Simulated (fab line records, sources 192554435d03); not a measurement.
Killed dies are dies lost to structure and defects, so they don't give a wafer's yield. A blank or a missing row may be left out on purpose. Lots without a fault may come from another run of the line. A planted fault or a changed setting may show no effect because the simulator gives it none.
A struck lot beside a sound one | flow n5_finfet | 16 steps out of a route of 1938
Sound: wafers L440.2, L440.3, L440.5. Struck: wafer L454.5. (L454.3 of the same lot was not struck and is left out.) The cause comes at the end.
At each step with rows: each side's tool, then ch and its chambers, then its first start. Under that, the readings that differ: sound wafers | struck wafers | difference of the means | sigmas: that difference in standard deviations of wafers without a fault.
alike: readings whose means differ by less than 2 such deviations, and words and numbers that are the same on both sides. not compared: withheld readings, readings that some wafer has no value for, bounds like >300 that may hide the same value, and numbers for which the record gives no deviation and whose values overlap.
The two part at a step that has a row with sigmas, a row that says differs or no value, or rows on one side only. Numbers that don't overlap but have no deviation are shown without sigmas and don't part them. A reading that every wafer of one side lacks parts them only if that side has two wafers or more.

first, 6 steps without rows for these wafers: N5_BEOL_M2_COAT_22 (resist thk 30 nm); N5_BEOL_M2_EBR_24; N5_BEOL_M2_SOFTBAKE_23 (time 60 s); N5_BEOL_M2_EXPOSE_25 (exposes mask V1, defocus 5 nm); N5_BEOL_M2_PEB_26 (peb time 60 s); N5_BEOL_M2_DEVELOP_27 (develop time 30 s).
N5_BEOL_M2_CD_MEAS_28: target cd 26.2 nm, target cd y 24.1 nm.
  sound on cd_sem-03 ch 0, day 6 21:01; struck on cd_sem-03 ch 0, day 10 09:40
  alike: cd_nm
N5_BEOL_M2_OVL_MEAS_29:
  sound on overlay-02 ch 0, day 6 21:03; struck on overlay-01 ch 0, day 10 09:42
  alike: V1_OVL
N5_BEOL_M2_INSPECT_30: inspects for defects (brightfield).
  sound on defect_inspect-02, day 6 21:06; struck on defect_inspect-01, day 10 09:44
  reading          | sound       | struck | difference | sigmas
  raw_defect_count | 354 242 326 | 533    | +226       | +2
N5_BEOL_M2_DESCUM_33: chemistry O2, time 7 s.
  sound on rie_diel-01 ch 0,2,3, day 6 21:08; struck on rie_diel-01 ch 0, day 10 09:47
  alike: drypump_motor_current_A, oes_product_au, rf_vpp_V, showerhead_plenum_p_Torr, throttle_valve_pct
  not compared: rf_hours_counter_h
N5_BEOL_M2_ETCH_77: etches underlayer in N2/H2, target depth 6.5 nm, time 5.2 s.
  sound on rie_diel-01 ch 0,2,3, day 6 21:10; struck on rie_diel-01 ch 0, day 10 09:49
  alike: bias_w, drypump_motor_current_A, etch_rf_on_time_s, oes_product_au, rf_vpp_V, showerhead_plenum_p_Torr, throttle_valve_pct
  not compared: rf_hours_counter_h
N5_BEOL_M2_ETCH_69: etches SiARC in CF4, target depth 15.6 nm, time 26 s.
  sound on rie_diel-01 ch 0,2,3, day 6 21:11; struck on rie_diel-01 ch 0, day 10 09:50
  alike: bias_w, drypump_motor_current_A, etch_rf_on_time_s, oes_product_au, rf_vpp_V, showerhead_plenum_p_Torr, throttle_valve_pct
  not compared: rf_hours_counter_h
N5_BEOL_M2_ALD_98: deposits SiO2, target thk 2.5 nm, pulse time 1 s, co reactant pulse time 1 s.
  sound on ald_sin-02 ch 0,1,3, day 6 21:23; struck on ald_sin-04 ch 0, day 10 09:55
  reading                                  | sound       | struck | difference | sigmas
  ald_cycles                               | 17 17 17    | 27     | +10        |
  model.SiO2_of_BEOL_M2_ALD_98.thk_nm (nm) | 2.6 2.6 2.4 | 4      | +1         |
  alike: heater_power_w, precursor_pulse_height_rel
N5_BEOL_M2_ETCHBACK_99: etches SiO2 in CHF3, target depth 5 nm, time 10.4 s.
  sound on rie_diel-06 ch 0,1,2, day 6 21:31; struck on rie_diel-04 ch 1, day 10 17:47
  reading      | sound       | struck | difference | sigmas
  rf_vpp_V (V) | 231 239 232 | 251    | +17        | +2
  alike: bias_w, drypump_motor_current_A, oes_product_au, showerhead_plenum_p_Torr, throttle_valve_pct
  not compared: rf_hours_counter_h
N5_BEOL_M4_RC_MEAS_101:
  sound on prober-02 ch 0, day 7 22:41; struck on prober-01 ch 0, day 12 11:28
  alike: DIBL_N, DIBL_P, IOFF_N, IOFF_P, ION_N, ION_P, SS_N, SS_P, VT_N, VT_P
-- the record jumps here: 4 days lie between the struck wafers' starts before and after (it left off in module BEOL_M4 and takes up again in module PASSIVATION, whose first step shown is number 1936 of the route) --
N5_PASSIVATION_PROBE_49:
  the record has rows for the struck wafers here (prober-02, day 16 18:05) and none for the sound ones

WHERE THEY PART
First at N5_BEOL_M2_INSPECT_30; last, within this record, at N5_PASSIVATION_PROBE_49.

WHY: what the simulator had put in
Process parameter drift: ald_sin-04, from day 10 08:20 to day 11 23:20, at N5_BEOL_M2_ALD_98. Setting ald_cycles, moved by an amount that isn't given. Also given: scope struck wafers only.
